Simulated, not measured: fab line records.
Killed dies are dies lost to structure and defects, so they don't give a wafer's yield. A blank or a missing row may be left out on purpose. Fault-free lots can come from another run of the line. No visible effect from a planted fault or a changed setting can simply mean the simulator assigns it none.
Split-lot trial	flow n5_finfet	route with 1938 steps; 7 lots, 21 wafers read

== THE SPLIT ITSELF ==
At N5_BEOL_M12_ETCH_59 (etches BARC in N2/H2, target depth 89 nm, overetch 26.7 nm, time 67.9 s), the setting bias_w was moved away from the recipe's 150 W on 4 of the 21 wafers read, by -12.3% to +7.1%. All remaining wafers had this setting at the recipe value.

Reading taken at the split's own step.

== THE READING ==
rf_vpp_V, in V, at N5_BEOL_M12_ETCH_59 (etches BARC in N2/H2, target depth 89 nm, overetch 26.7 nm, time 67.9 s). Fault-free wafers of this fab line usually give 524.4 V, standard deviation 2.3 V.

wafer	tool, chamber at the split	bias_w as run, W	against the recipe	rf_vpp_V, V	against lot-mates on the recipe
L080.1	rie_diel-05, 1	150	recipe	525.5	-
L080.4	rie_diel-05, 2	150	recipe	525.6	-
L080.6	rie_diel-05, 1	150	recipe	524.9	-
L081.3	rie_diel-04, 2	150	recipe	523.1	-
L081.4	rie_diel-04, 0	150	recipe	526.4	-
L081.5	rie_diel-04, 0	150	recipe	525.6	-
L085.3	rie_diel-05, 0	150	recipe	527.6	-
L085.4	rie_diel-05, 2	141.3	-5.8%	505.7	-21.9
L085.5	rie_diel-05, 1	141.3	-5.8%	507.0	-20.6
L089.2	rie_diel-05, 3	150	recipe	523.2	-
L089.4	rie_diel-05, 0	150	recipe	528.2	-
L089.5	rie_diel-05, 0	131.5	-12.3%	484.4	-41.3
L092.1	rie_diel-04, 0	150	recipe	525.8	-
L092.4	rie_diel-04, 2	150	recipe	523.7	-
L092.6	rie_diel-04, 2	150	recipe	523.1	-
L095.3	rie_diel-04, 2	160.6	+7.1%	546.7	+23.7
L095.4	rie_diel-04, 3	150	recipe	522.5	-
L095.5	rie_diel-04, 0	150	recipe	523.6	-
L094.3	rie_diel-05, 2	150	recipe	525.2	-
L094.4	rie_diel-05, 2	150	recipe	523.9	-
L094.5	rie_diel-05, 3	150	recipe	521.2	-

THE FIT
A straight line over all 21 wafers: rf_vpp_V changes by +3.21 V for each +1% of bias_w; r = +0.99; the points scatter about the line by 1.7 V.
The same after taking each lot's own level away (the mean of its wafers on the recipe; 21 wafers): +3.42 V for each +1%; r = +0.99; scatter 1.4 V.
Per that fit: largest bias_w move, reading shift of 42 V.
Measured against the standard deviation above, the lots' own levels, which go from 523.05 to 527.60 V, span 2.0 times it.
So the lot-to-lot level changes the slope little: the two slopes agree.
Check: -43.6 V against its lot-mates is what the line predicts for one of the wafers moved furthest among these (-12.3%) when that wafer is left out of the fit. It came out at -41.3 V against them.
Tool readings at the split's step, against how far the setting was moved: rf_vpp_V r = +0.99.

== FURTHER SPLITS ON THESE WAFERS ==
Other splits were also applied to these wafers ahead of the reading. Each is held against what the fit with the lots' levels taken away leaves over:
other split on the same wafers	wafers away from the commonest value	r with rf_vpp_V (lot level and that fit taken away)
N5_BEOL_M11_PECVD_70 time_s	6	+0.19

== FILE'S OWN FIT ==
rf_vpp_V changes by +3.39 V for each +1% of bias_w, r = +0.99.
